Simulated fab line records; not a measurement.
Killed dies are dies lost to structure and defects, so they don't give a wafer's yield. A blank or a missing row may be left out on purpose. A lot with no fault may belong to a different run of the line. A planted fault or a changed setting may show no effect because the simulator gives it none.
Split-lot trial || flow n5-finfet || on a route of 1938 steps: 7 lots, 21 wafers read

## THE SPLIT ITSELF
At N5_BEOL_M10_ETCH_62 (etches SOC in N2/H2, target depth 110 nm, overetch 22 nm, time 165 s), the setting time-s was moved away from the recipe's 165 s on 10 of the 21 wafers read, by -15.5% to +14.7%. All remaining wafers had this setting at the recipe value.

The reading comes from the split's own step.

## THE READING
SiARC_of_BEOL_M10_COAT_60.thk-nm (the simulator's own value, which no gauge read), in nm, at N5_BEOL_M10_ETCH_62 (etches SOC in N2/H2, target depth 110 nm, overetch 22 nm, time 165 s). There is no usual value for it anywhere in the file. Average 23.6 nm, standard deviation 0.21 nm, over the 11 wafers here run with the recipe.

{"wafer": "L083.2", "tool, chamber at the split": "rie-diel-01, 3", "time-s as run, s": 165, "against the recipe": "recipe", "SiARC_of_BEOL_M10_COAT_60.thk-nm, nm": 23.4, "against lot-mates on the recipe": "-"}
{"wafer": "L083.3", "tool, chamber at the split": "rie-diel-01, 0", "time-s as run, s": 175.8, "against the recipe": "+6.5%", "SiARC_of_BEOL_M10_COAT_60.thk-nm, nm": 23, "against lot-mates on the recipe": -0.4}
{"wafer": "L083.4", "tool, chamber at the split": "rie-diel-01, 1", "time-s as run, s": 175.8, "against the recipe": "+6.5%", "SiARC_of_BEOL_M10_COAT_60.thk-nm, nm": 23.4, "against lot-mates on the recipe": "+0.0"}
{"wafer": "L086.2", "tool, chamber at the split": "rie-diel-01, 0", "time-s as run, s": 165, "against the recipe": "recipe", "SiARC_of_BEOL_M10_COAT_60.thk-nm, nm": 23.4, "against lot-mates on the recipe": "-"}
{"wafer": "L086.6", "tool, chamber at the split": "rie-diel-01, 0", "time-s as run, s": 165, "against the recipe": "recipe", "SiARC_of_BEOL_M10_COAT_60.thk-nm, nm": 23.4, "against lot-mates on the recipe": "-"}
{"wafer": "L086.3", "tool, chamber at the split": "rie-diel-01, 2", "time-s as run, s": 165, "against the recipe": "recipe", "SiARC_of_BEOL_M10_COAT_60.thk-nm, nm": 23.8, "against lot-mates on the recipe": "-"}
{"wafer": "L088.2", "tool, chamber at the split": "rie-diel-06, 0", "time-s as run, s": 165, "against the recipe": "recipe", "SiARC_of_BEOL_M10_COAT_60.thk-nm, nm": 24, "against lot-mates on the recipe": "-"}
{"wafer": "L088.3", "tool, chamber at the split": "rie-diel-06, 3", "time-s as run, s": 188.2, "against the recipe": "+14.1%", "SiARC_of_BEOL_M10_COAT_60.thk-nm, nm": 22.8, "against lot-mates on the recipe": -1.0}
{"wafer": "L088.6", "tool, chamber at the split": "rie-diel-06, 1", "time-s as run, s": 165, "against the recipe": "recipe", "SiARC_of_BEOL_M10_COAT_60.thk-nm, nm": 23.6, "against lot-mates on the recipe": "-"}
{"wafer": "L090.4", "tool, chamber at the split": "rie-diel-03, 3", "time-s as run, s": 152.1, "against the recipe": "-7.8%", "SiARC_of_BEOL_M10_COAT_60.thk-nm, nm": 24.2, "against lot-mates on the recipe": "+0.8"}
{"wafer": "L090.5", "tool, chamber at the split": "rie-diel-03, 0", "time-s as run, s": 165, "against the recipe": "recipe", "SiARC_of_BEOL_M10_COAT_60.thk-nm, nm": 23.2, "against lot-mates on the recipe": "-"}
{"wafer": "L090.6", "tool, chamber at the split": "rie-diel-03, 3", "time-s as run, s": 165, "against the recipe": "recipe", "SiARC_of_BEOL_M10_COAT_60.thk-nm, nm": 23.6, "against lot-mates on the recipe": "-"}
{"wafer": "L092.2", "tool, chamber at the split": "rie-diel-01, 3", "time-s as run, s": 139.5, "against the recipe": "-15.5%", "SiARC_of_BEOL_M10_COAT_60.thk-nm, nm": 24.4, "against lot-mates on the recipe": "+0.8"}
{"wafer": "L092.3", "tool, chamber at the split": "rie-diel-01, 1", "time-s as run, s": 165, "against the recipe": "recipe", "SiARC_of_BEOL_M10_COAT_60.thk-nm, nm": 23.6, "against lot-mates on the recipe": "-"}
{"wafer": "L092.5", "tool, chamber at the split": "rie-diel-01, 0", "time-s as run, s": 139.5, "against the recipe": "-15.5%", "SiARC_of_BEOL_M10_COAT_60.thk-nm, nm": 24.2, "against lot-mates on the recipe": "+0.6"}
{"wafer": "L094.1", "tool, chamber at the split": "rie-diel-03, 1,3", "time-s as run, s": 165, "against the recipe": "recipe", "SiARC_of_BEOL_M10_COAT_60.thk-nm, nm": 23.6, "against lot-mates on the recipe": "-"}
{"wafer": "L094.2", "tool, chamber at the split": "rie-diel-03, 1,3", "time-s as run, s": 165, "against the recipe": "recipe", "SiARC_of_BEOL_M10_COAT_60.thk-nm, nm": 23.6, "against lot-mates on the recipe": "-"}
{"wafer": "L094.3", "tool, chamber at the split": "rie-diel-03, 2", "time-s as run, s": 189.2, "against the recipe": "+14.7%", "SiARC_of_BEOL_M10_COAT_60.thk-nm, nm": 22.4, "against lot-mates on the recipe": -1.2}
{"wafer": "L096.3", "tool, chamber at the split": "rie-diel-06, 2", "time-s as run, s": 143, "against the recipe": "-13.3%", "SiARC_of_BEOL_M10_COAT_60.thk-nm, nm": 24, "against lot-mates on the recipe": "no lot-mate on the recipe"}
{"wafer": "L096.4", "tool, chamber at the split": "rie-diel-06, 0", "time-s as run, s": 143, "against the recipe": "-13.3%", "SiARC_of_BEOL_M10_COAT_60.thk-nm, nm": 24.6, "against lot-mates on the recipe": "no lot-mate on the recipe"}
{"wafer": "L096.5", "tool, chamber at the split": "rie-diel-06, 2", "time-s as run, s": 143, "against the recipe": "-13.3%", "SiARC_of_BEOL_M10_COAT_60.thk-nm, nm": 24.2, "against lot-mates on the recipe": "no lot-mate on the recipe"}
The file does not say which wafer passed through which chamber wherever a row lists several chambers: such a row stands for several wafers.

THE FIT
A straight line over all 21 wafers: SiARC_of_BEOL_M10_COAT_60.thk-nm changes by -0.0569 nm for each +1% of time-s; r = -0.92; the points scatter about the line by 0.22 nm.
The same after taking each lot's own level away (the mean of its wafers on the recipe; 18 wafers): -0.0599 nm for each +1%; r = -0.91; scatter 0.22 nm.
The reading moves by 0.93 nm for the largest change in time-s, on that fit.
Measured against the standard deviation above, the lots' own levels, which go from 23.40 to 23.80 nm, span 1.9 times it.
So the lot-to-lot level changes the slope little: the two slopes agree.
Check: +0.96 nm against its lot-mates is what the line predicts for one of the wafers moved furthest among these (-15.5%) when that wafer is left out of the fit. It came out at +0.8 nm against them.

## OTHER SPLITS ON THESE WAFERS
Other splits were also applied to these wafers ahead of the reading. Each is held against what the fit with the lots' levels taken away leaves over:
{"other split on the same wafers": "N5_BEOL_M5_ILD_DEP_00 time-s", "wafers away from the commonest value": 8, "r with SiARC_of_BEOL_M10_COAT_60.thk-nm (lot level and that fit taken away)": "+0.23"}
{"other split on the same wafers": "N5_BEOL_M5_COAT_71 spin-rpm", "wafers away from the commonest value": 6, "r with SiARC_of_BEOL_M10_COAT_60.thk-nm (lot level and that fit taken away)": -0.01}
{"other split on the same wafers": "N5_BEOL_M6_ETCH_66 bias-w", "wafers away from the commonest value": 8, "r with SiARC_of_BEOL_M10_COAT_60.thk-nm (lot level and that fit taken away)": "+0.04"}
{"other split on the same wafers": "N5_BEOL_M6_TRENCH_ETCH_37 bias-w", "wafers away from the commonest value": 3, "r with SiARC_of_BEOL_M10_COAT_60.thk-nm (lot level and that fit taken away)": "+0.10"}
{"other split on the same wafers": "N5_BEOL_M7_VIA_ETCH_34 source-w", "wafers away from the commonest value": 10, "r with SiARC_of_BEOL_M10_COAT_60.thk-nm (lot level and that fit taken away)": "+0.24"}
{"other split on the same wafers": "N5_BEOL_M7_TRENCH_ETCH_37 source-w", "wafers away from the commonest value": 10, "r with SiARC_of_BEOL_M10_COAT_60.thk-nm (lot level and that fit taken away)": -0.38}
{"other split on the same wafers": "N5_BEOL_M9_COAT_60 spin-rpm", "wafers away from the commonest value": 9, "r with SiARC_of_BEOL_M10_COAT_60.thk-nm (lot level and that fit taken away)": -0.32}

## FILE'S OWN FIT
SiARC_of_BEOL_M10_COAT_60.thk-nm changes by -0.0662 nm for each +1% of time-s, r = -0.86.
